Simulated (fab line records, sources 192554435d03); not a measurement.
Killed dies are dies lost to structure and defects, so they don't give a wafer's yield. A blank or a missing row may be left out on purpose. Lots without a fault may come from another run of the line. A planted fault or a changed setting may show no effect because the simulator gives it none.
fab line records | flow n5_finfet
record lots=6 wafers=18 last_day=17
route steps=1938 shown BEOL_M2@878 BEOL_M4@1111 PASSIVATION@1936
lots that met no fault: from a run of the same line without faults
start_h: hours from the record's first day to the start of the lot's first wafer shown | wait_h: hours since the lot's step before | " the same as in the row above | L1.1+2: a row that stands for several wafers | - no value, or no start given | * or withheld: withheld | < > ~ a bound
route shown NAME@n: a module of which the file shows steps, and the number in the route of the first | usual: mean/standard deviation of fault-free wafers | same: alike in all rows | chamber/n: place in a boat | sites: the reading at each site | _std_site: their standard deviation | _edge_site: outer sites' mean less inner sites' | radius_mm: how far each site lies from the wafer's centre | mask NAME#n: copy n | behind: the tool/chamber that last shaped the wafer | hold: why the lot was held/for how many hours/how that ended | device: the transistor (n, p or np) that didn't switch | end of line: the same wafers' tests at the end of the route | a step without rows: its recipe alone | killed: dies lost to structure and defects at the first sort, not the wafer's yield | map: a wafer's dies, x killed, . not, _ none there
set.NAME: the setting as run; set.NAME@STEP: as run at that earlier step | model.NAME: the simulator's own value behind a step, which no gauge read
lots at some steps of the route; a table a step, a row a wafer
services: from which hour (start_h, from the record's first day; less than 0 if before it) a tool's chamber was out of use, for how many hours, and why
## steps
# step N5_BEOL_M2_INSPECT_30
# recipe mode=adi inspect_instrument=brightfield
# usual raw_defect_count=404/97
# columns lot.wafer tool chamber start_h wait_h raw_defect_count
L483.3 defect_inspect-01 - 156.46 0.0 498
L483.4 " - " " 321
L483.6 " - " " 289
L488.1 defect_inspect-01 - 193.47 0.1 283
L488.3 " - " " 493
L488.4 " - " " 433
L489.2 defect_inspect-01 - 200.50 0.0 281
L489.3 " - " " 438
L489.6 " - " " 473
L496.3 defect_inspect-02 - 241.20 0.0 539
L496.4 " - " " 383
L496.6 " - " " 628
L497.1 defect_inspect-02 - 245.06 0.1 622
L497.2 " - " " 433
L497.3 " - " " 319
L501.2 defect_inspect-01 - 268.77 0.0 484
L501.4 " - " " 436
L501.6 " - " " 402
# step N5_BEOL_M2_DESCUM_33
# recipe chemistry=O2 time_s=7 source_power_w=50 bias_power_w=20 pressure_mtorr=20 rf_frequency_hz=2.712e+07 temp_c=40 resist=CAR-EUV o2_flow_sccm=225
# usual drypump_motor_current_A=5.6/0.52 oes_product_au=0.79/0.08 rf_vpp_V=243.2/1.5 showerhead_plenum_p_Torr=2.11/0.079 throttle_valve_pct=20.49/0.22
# columns lot.wafer tool chamber start_h wait_h drypump_motor_current_A oes_product_au rf_hours_counter_h rf_vpp_V showerhead_plenum_p_Torr throttle_valve_pct
L483.3 rie_diel-01 3 156.49 0.0 6.5 0.86 42 245.3 2.23 20.17
L483.4 " 0 " " 5.6 0.72 - 244.3 2.07 20.64
L483.6 " 2 " " 5.1 0.78 - 244.9 2.20 20.69
L488.1 rie_diel-01 0 193.50 0.0 5.6 0.72 216 243.1 2.07 20.65
L488.3 " 2 " " 5.1 0.77 117 245.6 2.19 20.70
L488.4 " 1 " " 5.7 0.92 12 242.3 2.06 20.25
L489.2 rie_diel-01 3 200.53 0.0 6.5 0.85 58 245.7 2.22 20.20
L489.3 " 1 " " 5.7 0.91 14 242.5 2.06 20.25
L489.6 " 0 " " 5.6 0.72 - 242.4 2.07 20.65
L496.3 rie_diel-06 1 241.38 0.2 5.4 0.78 124 242.2 2.12 20.58
L496.4 " 2 " " 5.2 0.77 132 241.7 2.02 20.64
L496.6 " 2 " " 5.2 0.77 - 241.3 2.02 20.63
L497.1 rie_diel-03 0 245.09 0.0 6.3 0.68 240 244.1 2.16 20.74
L497.2 " 2 " " 5.8 0.69 234 240.9 1.98 20.64
L497.3 " 1 " " 4.8 0.78 117 241.4 2.02 20.13
L501.2 rie_diel-06 1 268.80 0.0 5.3 0.78 133 242.0 2.12 20.62
L501.4 " 2 " " 5.2 0.77 145 241.1 2.02 20.66
L501.6 " 2 " " 5.2 0.76 - 241.9 2.02 20.65
# step N5_BEOL_M2_ETCH_77
# recipe chemistry=N2/H2 target=underlayer target_depth_a=65 mask_material=CAR-EUV time_s=5.2 ion_energy_ev=200 pressure_mtorr=30 source_w=840 bias_w=150 n2_flow_sccm=200 h2_flow_sccm=200 ends=cleared
# usual bias_w=150.0/0.45 drypump_motor_current_A=5.6/0.51 etch_rf_on_time_s=5.21/0.13 oes_product_au=0.67/0.065 rf_vpp_V=524.3/2.9 showerhead_plenum_p_Torr=2.56/0.096 throttle_valve_pct=17.89/0.25
# columns lot.wafer tool chamber start_h wait_h bias_w drypump_motor_current_A etch_rf_on_time_s oes_product_au rf_hours_counter_h rf_vpp_V showerhead_plenum_p_Torr throttle_valve_pct
L483.3 rie_diel-01 3 156.52 0.0 149.6 6.6 5.06 0.74 42 527.8 2.70 17.51
L483.4 " 0 " " 150.2 5.6 5.12 0.63 - 524.9 2.51 17.98
L483.6 " 2 " " 150.2 5.1 5.44 0.67 - 526.4 2.68 18.17
L488.1 rie_diel-01 0 193.53 0.0 149.2 5.6 5.14 0.61 216 521.3 2.50 18.00
L488.3 " 2 " " 151.0 5.1 5.39 0.66 117 528.6 2.67 18.20
L488.4 " 1 " " 150.1 5.7 5.16 0.80 12 524.2 2.49 17.73
L489.2 rie_diel-01 3 200.57 0.0 149.8 6.5 5.07 0.73 58 529.0 2.69 17.55
L489.3 " 1 " " 150.3 5.7 5.24 0.77 14 520.2 2.49 17.72
L489.6 " 0 " " 149.5 5.7 5.24 0.61 - 522.3 2.50 18.04
L496.3 rie_diel-06 1 241.42 0.0 150.6 5.4 5.24 0.65 124 522.5 2.54 17.80
L496.4 " 2 " " 149.7 5.2 5.05 0.68 132 521.2 2.46 18.08
L496.6 " 2 " " 150.1 5.2 5.14 0.66 - 521.2 2.46 18.10
L497.1 rie_diel-03 0 245.13 0.0 150.1 6.3 5.05 0.59 240 525.6 2.62 18.17
L497.2 " 2 " " 150.0 5.7 5.22 0.59 234 519.8 2.40 18.06
L497.3 " 1 " " 150.1 4.9 5.26 0.67 117 522.9 2.45 17.46
L501.2 rie_diel-06 1 268.84 0.0 149.2 5.4 5.20 0.65 133 524.1 2.54 17.79
L501.4 " 2 " " 149.9 5.2 5.05 0.66 145 523.6 2.45 18.10
L501.6 " 2 " " 150.3 5.3 5.02 0.67 - 521.5 2.45 18.10
# step N5_BEOL_M2_ETCH_69
# recipe chemistry=CF4 target=SiARC target_depth_a=156 mask_material=CAR-EUV time_s=26 ion_energy_ev=80 pressure_mtorr=40 source_w=545 bias_w=36 Ar_flow_sccm=100 cf4_flow_sccm=100 ends=cleared
# step N5_BEOL_M2_ALD_98
# recipe material=SiO2 target_thk_a=25 temp_c=100 ald_precursor_family=BDEAS ald_co_reactant=O2-plasma pulse_time_s=1 co_reactant_pulse_time_s=1 purge_time_s=2 co_reactant_purge_time_s=2 ald_cycles=17 pressure_torr=2
# step N5_BEOL_M2_ETCHBACK_99
# recipe chemistry=CHF3 target=SiO2 target_depth_a=50 time_s=10.4 source_w=215 bias_w=47 Ar_flow_sccm=200 CHF3_flow_sccm=12 ion_energy_ev=100 pressure_mtorr=30
# usual drypump_motor_current_A=5.6/0.5 mfc_ar_sccm=200.0/0.58 oes_product_au=0.79/0.086 rf_vpp_V=241/3 showerhead_plenum_p_Torr=2.15/0.075 throttle_valve_pct=17.09/0.25
# columns lot.wafer tool chamber start_h wait_h drypump_motor_current_A mfc_ar_sccm oes_product_au rf_hours_counter_h rf_vpp_V showerhead_plenum_p_Torr throttle_valve_pct
L483.3 rie_diel-01 1 160.41 3.5 5.8 200.1 0.98 0 235 2.11 16.80
L483.4 " 0 " " 5.6 199.5 0.72 206 242 2.12 17.22
L483.6 " 1 " " 5.8 198.9 0.98 - 236 2.11 16.78
L488.1 rie_diel-03 1 198.09 4.3 4.9 199.1 0.79 107 241 2.09 16.80
L488.3 " 3 " " 5.8 200.0 0.93 21 244 2.19 16.97
L488.4 " 3 " " 5.8 199.3 0.93 - 241 2.19 16.96
L489.2 rie_diel-03 3 200.79 0.1 5.8 200.4 0.92 22 242 2.19 16.99
L489.3 " 0 " " 6.3 200.0 0.69 227 241 2.21 17.27
L489.6 " 3 " " 5.8 200.2 0.93 - 243 2.19 16.99
L496.3 rie_diel-01 2 243.47 1.9 5.1 200.8 0.76 135 237 2.26 17.42
L496.4 " 1 " " 5.7 199.7 0.91 29 233 2.10 16.83
L496.6 " 2 " " 5.1 200.3 0.77 - 238 2.26 17.45
L497.1 rie_diel-01 0 246.51 1.2 5.6 200.3 0.71 235 241 2.11 17.28
L497.2 " 3 " " 6.6 200.1 0.83 75 244 2.26 16.78
L497.3 " 2 " " 5.1 199.7 0.77 136 237 2.26 17.44
L501.2 rie_diel-03 2 272.75 2.1 5.8 199.7 0.69 246 241 2.04 17.37
L501.4 " 1 " " 4.9 199.6 0.77 - 240 2.09 16.85
L501.6 " 2 " " 5.8 199.2 0.68 - 243 2.04 17.37
# step N5_BEOL_M2_ETCH_70
# recipe chemistry=N2/H2 target=SOC target_depth_a=800 overetch_a=240 mask_material=SiARC temp_c=40 time_s=130 ion_energy_ev=200 pressure_mtorr=30 source_w=840 bias_w=150 n2_flow_sccm=200 h2_flow_sccm=200
# usual bias_w=150.0/0.42 drypump_motor_current_A=5.6/0.5 oes_product_au=0.58/0.061 rf_vpp_V=523.9/2.7 showerhead_plenum_p_Torr=2.54/0.094 throttle_valve_pct=17.84/0.26
# columns lot.wafer tool chamber start_h wait_h bias_w drypump_motor_current_A oes_product_au rf_hours_counter_h rf_vpp_V showerhead_plenum_p_Torr throttle_valve_pct
L483.3 rie_diel-01 1 160.45 0.0 149.9 5.7 0.73 0 520.6 2.50 17.62
L483.4 " 0 " " 149.7 5.7 0.53 206 523.0 2.51 17.96
L483.6 " 1 " " 149.8 5.8 0.73 - 522.5 2.50 17.64
L488.1 rie_diel-03 1 198.13 0.0 150.2 4.8 0.59 107 521.1 2.45 17.41
L488.3 " 3 " " 149.4 5.8 0.68 21 524.5 2.58 17.67
L488.4 " 3 " " 149.5 5.8 0.67 - 525.8 2.58 17.68
L489.2 rie_diel-03 3 200.82 0.0 150.3 5.8 0.67 22 526.0 2.58 17.68
L489.3 " 0 " " 149.8 6.3 0.51 227 527.0 2.62 18.11
L489.6 " 3 " " 150.9 5.8 0.68 - 524.5 2.58 17.69
L496.3 rie_diel-01 2 243.50 0.0 150.3 5.2 0.56 135 526.0 2.66 18.19
L496.4 " 1 " " 149.4 5.8 0.66 29 521.3 2.49 17.69
L496.6 " 2 " " 150.5 5.1 0.56 - 527.7 2.66 18.18
L497.1 rie_diel-01 0 246.55 0.0 150.0 5.6 0.52 235 522.2 2.49 17.99
L497.2 " 3 " " 149.9 6.6 0.60 75 528.3 2.68 17.54
L497.3 " 2 " " 150.3 5.1 0.56 136 527.3 2.66 18.18
L501.2 rie_diel-03 2 272.78 0.0 150.5 5.8 0.50 246 520.9 2.40 18.05
L501.4 " 1 " " 149.7 4.8 0.57 - 520.3 2.44 17.42
L501.6 " 2 " " 149.9 5.8 0.51 - 520.5 2.40 18.05
# step N5_BEOL_M2_STRIP_71
# recipe chemistry=N2/H2 temp_c=40 n2_flow_sccm=200 h2_flow_sccm=200 rf_frequency_hz=6e+07
# step N5_BEOL_M2_STRIP_78
# recipe chemistry=N2/H2 temp_c=40 n2_flow_sccm=200 h2_flow_sccm=200 rf_frequency_hz=6e+07
# step N5_BEOL_M2_VIA_ETCH_34
# recipe chemistry=C4F6/O2 target_depth_a=694 mask_material=SOC pressure_mtorr=15 ion_energy_ev=250 taper_deg=4 time_s=65.9 source_w=350 bias_w=170 Ar_flow_sccm=300 C4F6_flow_sccm=10 O2_flow_sccm=10
# step N5_BEOL_M2_STRIP_83
# recipe chemistry=C4F6/O2 resist=SiARC rf_frequency_hz=6e+07
# step N5_BEOL_M2_STRIP_36
# recipe chemistry=N2/H2 power_w=450 temp_c=40 pressure_mtorr=20 rf_frequency_hz=6e+07 overash_fraction=0.3 bias_power_w=7 h2_frac=0.5 n2_flow_sccm=200 h2_flow_sccm=200
# step N5_BEOL_M2_TRENCH_ETCH_37
# recipe chemistry=C4F6/O2 target_depth_a=555.55 target=SiOC time_s=29.2 ion_energy_ev=250 pressure_mtorr=30 source_w=355 bias_w=185 Ar_flow_sccm=300 C4F6_flow_sccm=10 O2_flow_sccm=10
# usual bias_w=185.0/0.47 drypump_motor_current_A=5.6/0.5 mfc_ar_sccm=300.0/0.88 oes_product_au=0.79/0.086 rf_vpp_V=666/8.1 showerhead_plenum_p_Torr=2.85/0.096 throttle_valve_pct=20.88/0.24
# columns lot.wafer tool chamber start_h wait_h bias_w drypump_motor_current_A mfc_ar_sccm oes_product_au rf_hours_counter_h rf_vpp_V showerhead_plenum_p_Torr throttle_valve_pct
L483.3 rie_diel-01 1 160.65 - 184.8 5.7 301.5 1.00 0 651 2.80 20.64
L483.4 " 0 " " 185.0 5.6 299.1 0.73 206 667 2.80 20.96
L483.6 " 1 " " 185.3 5.7 300.9 0.98 - 651 2.80 20.63
L488.1 rie_diel-03 1 198.33 - 178.4 4.9 300.9 0.79 107 644 2.77 20.58
L488.3 " 3 " " 177.6 5.8 300.1 0.92 21 650 2.90 20.81
L488.4 " 3 " " 178.0 5.8 299.0 0.92 - 651 2.90 20.80
L489.2 rie_diel-03 3 201.03 - 177.8 5.8 299.5 0.92 22 649 2.90 20.79
L489.3 " 0 " " 178.1 6.2 301.2 0.70 228 648 2.92 21.05
L489.6 " 3 " " 177.7 5.8 301.0 0.92 - 651 2.90 20.80
L496.3 rie_diel-01 2 243.71 - 184.7 5.1 299.6 0.75 135 658 2.98 21.24
L496.4 " 1 " " 184.6 5.7 298.5 0.90 29 650 2.78 20.66
L496.6 " 2 " " 185.1 5.1 299.7 0.75 - 658 2.98 21.25
L497.1 rie_diel-01 0 246.76 - 185.1 5.6 299.8 0.71 235 667 2.79 21.02
L497.2 " 3 " " 185.1 6.5 299.2 0.83 75 676 2.99 20.55
L497.3 " 2 " " 184.7 5.1 300.7 0.76 136 657 2.98 21.27
L501.2 rie_diel-03 2 272.99 - 185.3 5.8 300.3 0.68 246 666 2.71 21.16
L501.4 " 1 " " 184.9 4.8 299.5 0.77 - 665 2.76 20.62
L501.6 " 2 " " 185.0 5.7 300.6 0.68 - 667 2.71 21.15
# step N5_BEOL_M2_ETCH_41
# recipe chemistry=CH3F/O2 target=SiCN target_depth_a=299 taper_deg=2 time_s=52.5 ion_energy_ev=120 mask_material=TiN pressure_mtorr=30 source_w=395 bias_w=75 Ar_flow_sccm=150 CH3F_flow_sccm=30 O2_flow_sccm=20
# usual bias_w=75.01/0.22 drypump_motor_current_A=5.6/0.5 mfc_ar_sccm=150.0/0.44 oes_product_au=0.79/0.086 rf_vpp_V=297.4/1.6 showerhead_plenum_p_Torr=2.00/0.071 throttle_valve_pct=16.34/0.25
# columns lot.wafer tool chamber start_h wait_h bias_w drypump_motor_current_A mfc_ar_sccm oes_product_au rf_hours_counter_h rf_vpp_V showerhead_plenum_p_Torr throttle_valve_pct
L483.3 rie_diel-01 1 - - 74.63 5.8 150.1 0.98 0 298.0 1.97 16.06
L483.4 " 0 " " 75.09 5.6 149.5 0.72 206 296.3 1.97 16.50
L483.6 " 1 " " 74.82 5.8 150.3 0.98 - 297.0 1.97 16.06
L488.1 rie_diel-03 1 - - 75.12 4.9 149.6 0.79 107 297.8 1.94 16.04
L488.3 " 3 " " 74.98 5.8 151.3 0.92 21 300.1 2.04 16.23
L488.4 " 3 " " 74.83 5.8 150.2 0.92 - 299.1 2.04 16.21
L489.2 rie_diel-03 3 - - 74.47 5.8 149.7 0.91 22 297.3 2.04 16.23
L489.3 " 0 " " 74.96 6.3 148.9 0.70 228 299.8 2.05 16.53
L489.6 " 3 " " 74.60 5.8 150.5 0.92 - 298.8 2.04 16.23
L496.3 rie_diel-01 2 - - 75.10 5.1 150.2 0.76 135 298.8 2.10 16.67
L496.4 " 1 " " 75.16 5.7 150.1 0.91 29 295.8 1.96 16.12
L496.6 " 2 " " 75.44 5.1 150.0 0.76 - 298.2 2.10 16.68
L497.1 rie_diel-01 0 - - 74.93 5.6 150.7 0.71 235 297.3 1.96 16.56
L497.2 " 3 " " 74.97 6.5 149.6 0.82 75 297.7 2.10 16.01
L497.3 " 2 " " 74.77 5.1 149.5 0.76 136 298.6 2.10 16.67
L501.2 rie_diel-03 2 - - 75.04 5.7 149.8 0.68 246 296.2 1.90 16.63
L501.4 " 1 " " 75.05 4.8 150.1 0.77 - 296.0 1.94 16.07
L501.6 " 2 " " 74.77 5.7 150.2 0.69 - 293.2 1.90 16.62
# step N5_BEOL_M4_RC_MEAS_101
# usual DIBL_N=36.3/1.7 DIBL_P=36.5/1.8 IOFF_N=0.16/0.033 IOFF_P=0.21/0.037 ION_N=675/11 ION_P=462/7.9 SS_N=71.6/0.64 SS_P=73.3/0.68 VT_N=249/3.3 VT_P=-250/3.3
# columns lot.wafer tool chamber start_h wait_h DIBL_N[mV/V] DIBL_P[mV/V] IOFF_N[nA/um] IOFF_P[nA/um] ION_N[uA/um] ION_P[uA/um] SS_N[mV/dec] SS_P[mV/dec] VT_N[mV] VT_P[mV]
L483.3 prober-02 0 183.16 0.3 34.9 35.6 0.13 0.20 673 467 70.7 72.6 251 -252
L483.4 " 0 " " 34.9 35.7 0.14 0.21 666 467 71.5 73.5 251 -252
L483.6 " 0 " " 35.4 36.7 0.15 0.23 685 473 71.4 73.5 251 -248
L488.1 prober-01 0 223.19 0.0 35.6 36.8 0.16 0.23 691 475 71.3 74.3 248 -250
L488.3 " 0 " " 35.2 35.9 0.15 0.22 679 466 71.8 73.9 252 -250
L488.4 " 0 " " 35.1 37.3 0.16 0.24 684 468 72.2 73.7 250 -249
L489.2 prober-01 0 225.41 0.2 34.4 32.5 0.13 0.16 660 450 71.4 72.5 252 -255
L489.3 " 0 " " 36.8 36.6 0.17 0.21 674 455 71.7 73.4 250 -252
L489.6 " 0 " " 36.9 36.5 0.18 0.21 671 458 71.9 73.2 247 -252
L497.1 prober-01 0 267.45 0.0 35.8 34.5 0.14 0.20 665 465 71.5 71.9 254 -250
L497.2 " 0 " " 36.5 34.3 0.15 0.20 667 457 71.8 72.8 252 -249
L497.3 " 0 " " 38.4 38.6 0.19 0.27 675 465 72.3 73.7 249 -246
L496.3 prober-02 0 270.60 0.3 35.3 37.0 0.18 0.20 682 466 71.7 73.1 244 -251
L496.4 " 0 " " 37.3 39.7 0.21 0.24 679 456 71.7 73.4 247 -249
L496.6 " 0 " " 36.0 37.4 0.18 0.21 665 454 71.7 74.5 246 -249
L501.2 prober-01 0 298.25 0.2 32.8 33.7 0.12 0.16 669 457 70.7 73.0 256 -253
L501.4 " 0 " " 34.1 35.2 0.14 0.18 660 457 71.2 72.9 252 -253
L501.6 " 0 " " 35.7 36.5 0.15 0.19 671 453 71.1 73.8 251 -254
# step N5_PASSIVATION_PROBE_49
# usual defect_limited_yield=91.3/1.5 killed_at_M0_to_M3=34/9.4 killed_at_M4_up=13/5.3 killed_at_contacts=13/5.7 killed_at_front_end=40/10 killed_at_other=3.7/2.8 killed_dies=103/17 killed_on_rim=13/4.2 killed_open=67/13 killed_short=35/8.5 sort_bin_5_function=5.0/0.98 sort_bin_6_memory=3.3/0.7 sort_n_pass=1077/17 sort_yield_pct=91.3/1.5
# same gross_dies=1180 killed_at_back_side=0 sort_bin_4_leakage[%]=0 sort_bin_8_speed[%]=0
# columns lot.wafer tool chamber start_h wait_h defect_limited_yield[%] killed_at_M0_to_M3 killed_at_M4_up killed_at_contacts killed_at_front_end killed_at_other killed_dies killed_on_rim killed_open killed_short sort_bin_5_function[%] sort_bin_6_memory[%] sort_n_pass sort_yield_pct[%]
L488.1 prober-02 - 326.67 0.1 91.4 29 14 14 41 3 101 13 70 29 4.5 3.7 1079 91.4
L488.3 prober-02 - 326.77 0.2 91.4 36 16 14 34 2 102 15 64 38 4.7 3.4 1078 91.4
L488.4 prober-02 - 326.82 0.3 92.5 20 8 12 47 1 88 5 53 34 3.6 3.4 1092 92.5
L501.2 prober-01 - 402.88 0.1 90.3 39 19 13 43 0 114 18 74 38 5.4 4.0 1066 90.3
L501.4 prober-01 - 402.98 0.2 90.9 25 19 17 46 0 107 16 71 36 5.0 3.6 1073 90.9
L501.6 prober-01 - 403.08 0.3 91.8 23 14 13 47 0 97 10 68 29 4.7 3.3 1083 91.8
# killed by level:class
L488.1 MOL_CONTACT_COAG:geometric_particle:open=10 STI_FIN_REVEAL:geometric_particle:open=9 BEOL_M1:geometric_particle:open=9 GATE_CUT:geometric_particle:short=8 FIN_SAQP:geometric_particle:open=7 BEOL_M0_SAQP:geometric_particle:open=6 DUMMY_GATE:geometric_particle:open=5 BEOL_M3:geometric_particle:open=5
L488.3 MOL_CONTACT_COAG:geometric_particle:open=12 FIN_SAQP:geometric_particle:short=9 BEOL_M1:geometric_particle:open=9 BEOL_M2:geometric_particle:open=8 STI_FIN_REVEAL:geometric_particle:open=5 ILD0:geometric_particle:short=4 BEOL_M0_SAQP:geometric_particle:short=4 BEOL_M1:geometric_particle:short=4
L488.4 STI_FIN_REVEAL:geometric_particle:open=9 FIN_SAQP:geometric_particle:short=8 GATE_CUT:geometric_particle:short=7 MOL_CONTACT_COAG:geometric_particle:open=7 BEOL_M0_SAQP:geometric_particle:open=7 FIN_SAQP:geometric_particle:open=6 MOL_CONTACT_COAG:geometric_particle:short=5 BEOL_M2:geometric_particle:open=5
L501.2 FIN_SAQP:geometric_particle:short=11 MOL_CONTACT_COAG:geometric_particle:open=11 BEOL_M2:geometric_particle:open=11 GATE_CUT:geometric_particle:short=9 GATE_CUT:geometric_particle:open=9 BEOL_M4:geometric_particle:open=9 BEOL_M0_SAQP:geometric_particle:open=8 BEOL_M1:geometric_particle:open=5
L501.4 MOL_CONTACT_COAG:geometric_particle:open=13 GATE_CUT:geometric_particle:short=10 BEOL_M4:geometric_particle:open=10 BEOL_M2:geometric_particle:open=8 DUMMY_GATE:geometric_particle:open=7 GATE_CUT:geometric_particle:open=7 STI_FIN_REVEAL:geometric_particle:open=5 MOL_CONTACT_COAG:geometric_particle:short=4
L501.6 MOL_CONTACT_COAG:geometric_particle:open=13 BEOL_M2:geometric_particle:open=10 GATE_CUT:geometric_particle:short=9 FIN_SAQP:geometric_particle:open=8 FIN_SAQP:geometric_particle:short=8 STI_FIN_REVEAL:geometric_particle:open=8 BEOL_M4:geometric_particle:open=7 BEOL_M3:geometric_particle:open=6
## services
# columns tool chamber start_h hours kind
rie_diel-03 2 140.46 3.9 repair
rie_diel-01 1 146.78 - clean
rie_diel-01 1 146.78 - consumable_replace:focus_ring
rie_diel-01 1 146.78 13.0 scheduled_down
rie_diel-01 1 146.78 13.0 vent_cycle
rie_diel-03 0 187.82 10.9 repair
rie_diel-06 0 188.36 17.2 repair
rie_diel-03 1 213.27 14.2 repair
rie_diel-03 0 218.88 6.2 repair
rie_diel-06 1 254.91 6.7 repair
rie_diel-06 3 258.08 2.7 repair
rie_diel-03 0 272.04 - clean
rie_diel-03 0 272.04 - consumable_replace:focus_ring
rie_diel-03 0 272.04 22.2 scheduled_down
rie_diel-03 0 272.04 22.2 vent_cycle
## key
first_sign step=N5_BEOL_M2_TRENCH_ETCH_37 reading=bias_w direction=down sigmas=15 usual=* struck=*
effect step=N5_BEOL_M2_TRENCH_ETCH_37 reading=rf_vpp_V direction=down sigmas=2.1 usual=666 struck=649
met_at N5_BEOL_M2_TRENCH_ETCH_37
struck_wafers L488.1,L488.3,L488.4,L489.2,L489.3,L489.6
fault kind=process_parameter_drift tool=rie_diel-03 chamber=- onset_h=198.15 steps=N5_BEOL_M2_TRENCH_ETCH_37 channel=bias_w offset=* shape=step end_h=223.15 acts_in=* stated=*
